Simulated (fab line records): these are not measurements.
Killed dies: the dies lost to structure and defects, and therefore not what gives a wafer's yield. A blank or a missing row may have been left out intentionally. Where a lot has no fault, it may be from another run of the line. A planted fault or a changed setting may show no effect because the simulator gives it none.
Which tool was responsible? -- flow n5Finfet -- 11 lots with 33 wafers sampled at 4 steps, on a route of 1938 steps

== WHAT THE GAUGES READ, wafer by wafer ==
N5_BEOL_M8_OVL_MEAS_12.
lot,measured,on,M8_OVL (nm)
L376,day 9 12:30,overlay-01,0.4 -0.4 0.1
L378,day 9 22:13,overlay-02,0.6 0.7 -0.5
L379,day 10 03:54,overlay-02,0.7 1.2 0.8
L380,day 10 12:58,overlay-02,1.1 0.5 0.5
L383,day 11 10:25,overlay-01,0.5 0.3 -0.4
L382,day 12 06:46,overlay-01,0.8 2.2 2.1
L387,day 12 23:55,overlay-01,1.0 0.4 1.3
L391,day 14 05:29,overlay-01,0.3 0.9 0.8
L390,day 14 11:05,overlay-02,-1.1 0.0 0.1
L397,day 15 16:05,overlay-02,0.6 -0.2 0.7
L399,day 16 00:26,overlay-01,0.1 0.0 -1.2

== WHICH TOOL RAN EACH LOT (tool, then ch and the chambers of the sampled wafers, then the start) ==
lot,N5_BEOL_M7_ALD_77,N5_BEOL_M7_SURFACE_TREAT_79,N5_BEOL_M8_PECVD_70
L376,"aldMetal-03 ch 1,2, day 9 04:27","pvdSputter-01, day 9 04:46","pecvd-04 ch 1,2, day 9 07:34"
L378,"aldMetal-03 ch 1,2,3, day 9 16:36","pvdSputter-03, day 9 16:53","pecvd-01 ch 0,1, day 9 18:47"
L379,"aldMetal-01 ch 0,1,2, day 10 00:18","pvdSputter-03, day 10 00:35","pecvd-02 ch 0,2, day 10 02:35"
L380,"aldMetal-02 ch 0,1, day 10 09:02","pvdSputter-02, day 10 09:19","pecvd-02 ch 1,2, day 10 12:04"
L383,"aldMetal-03 ch 0,1,3, day 11 07:11","pvdSputter-02, day 11 07:31","pecvd-01 ch 0,2, day 11 09:27"
L382,"aldMetal-03 ch 1,3, day 12 02:32","pvdSputter-03, day 12 02:50","pecvd-02 ch 0,1,2, day 12 04:56"
L387,"aldMetal-02 ch 0,2,3, day 12 19:11","pvdSputter-01, day 12 19:53","pecvd-04 ch 1,2, day 12 22:08"
L391,"aldMetal-02 ch 0,1, day 14 01:40","pvdSputter-02, day 14 01:56","pecvd-04 ch 0,1,2, day 14 04:29"
L390,"aldMetal-02 ch 2,3, day 14 05:28","pvdSputter-03, day 14 05:49","pecvd-04 ch 0,2, day 14 09:00"
L397,"aldMetal-02 ch 1,2,3, day 15 11:56","pvdSputter-03, day 15 12:28","pecvd-01 ch 0,2, day 15 15:11"
L399,"aldMetal-01 ch 0,3, day 15 19:58","pvdSputter-03, day 15 20:31","pecvd-02 ch 0,2, day 15 23:22"
- N5_BEOL_M7_ALD_77: deposits TaN, target thk 2 nm, pulse time 2 s, purge time 3 s.
- N5_BEOL_M7_SURFACE_TREAT_79
- N5_BEOL_M8_PECVD_70: deposits SiO2 from TEOS/O2, target thk 20 nm, time 22.7 s.

== AS READ BY THE TOOLS THEMSELVES (means over the sampled wafers that have a number; for cases with no such wafer, the mark the record gives instead) ==
N5_BEOL_M7_ALD_77.
lot,tool,heaterPowerW (W)
L376,aldMetal-03,472
L378,aldMetal-03,411
L379,aldMetal-01,425
L380,aldMetal-02,429
L383,aldMetal-03,378
L382,aldMetal-03,356
L387,aldMetal-02,409
L391,aldMetal-02,423
L390,aldMetal-02,373
L397,aldMetal-02,422
L399,aldMetal-01,380

N5_BEOL_M8_PECVD_70.
lot,tool,heaterPowerW (W),showerheadPlenumPTorr (Torr),susceptorTempC (C),throttleValvePct (%)
L376,pecvd-04,660,8.79,399.99,21.0
L378,pecvd-01,671,8.77,400.31,21.9
L379,pecvd-02,735,8.72,400.14,21.7
L380,pecvd-02,725,8.75,400.26,22.4
L383,pecvd-01,749,8.85,399.96,21.6
L382,pecvd-02,791,8.77,400.02,22.1
L387,pecvd-04,666,8.79,399.95,21.2
L391,pecvd-04,649,8.84,407.52,21.8
L390,pecvd-04,644,8.85,407.85,22.3
L397,pecvd-01,731,8.83,399.74,21.3
L399,pecvd-02,626,8.74,400.07,21.5

== THE ANSWER, worked out from the rows above alone ==
Rule: usual is defined by the lots themselves. The widest of any qualifying gaps counts: lots, ordered by their means at a reading, are off when they make up no more than a third of the lots, leave a main group of 4 or more, and stand apart from it by 3 or more times the standard deviation of that group's means. Not used: any main group whose means are identical at the precision the tables above print for the reading. A lot without any number at a reading at which 4 lots or more have one is off too. Where the step has rows for the other lots, those lots are counted as sound. Order of review: gauges by route order, followed by the tools' own readings, for which a lot's mean as printed above is used. At the first step where some lot is off, the reading lying furthest off is the one used; lots without a number count as furthest.
Off: L391, L390 (N5_BEOL_M8_PECVD_70, susceptorTempC). For the main group the mean is 400.05 C and the standard deviation 0.16.
If a tool, at that step or one of the process steps before it, ran each lot that is off and ran no sound lot following the first of them, it fits. One candidate fits, namely pecvd-04 at N5_BEOL_M8_PECVD_70. A fault onset in the window from L387 (day 12 22:08, its last sound lot) to L391 (day 14 04:29, its first lot off) fits.
On the lots that are off, the tool's own readings at N5_BEOL_M8_PECVD_70 differ by more than 5 times the standard deviation of the sound lots' means, which bears it out; susceptorTempC reads 407.69 C there versus 400.05 C on the sound lots.

== WHAT THE SIMULATOR HAD PUT IN ==
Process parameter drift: pecvd-04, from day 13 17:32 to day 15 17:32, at N5_BEOL_M8_PECVD_70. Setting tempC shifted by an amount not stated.
Struck lots among those shown: L391, L390. Same finding as the rule above.
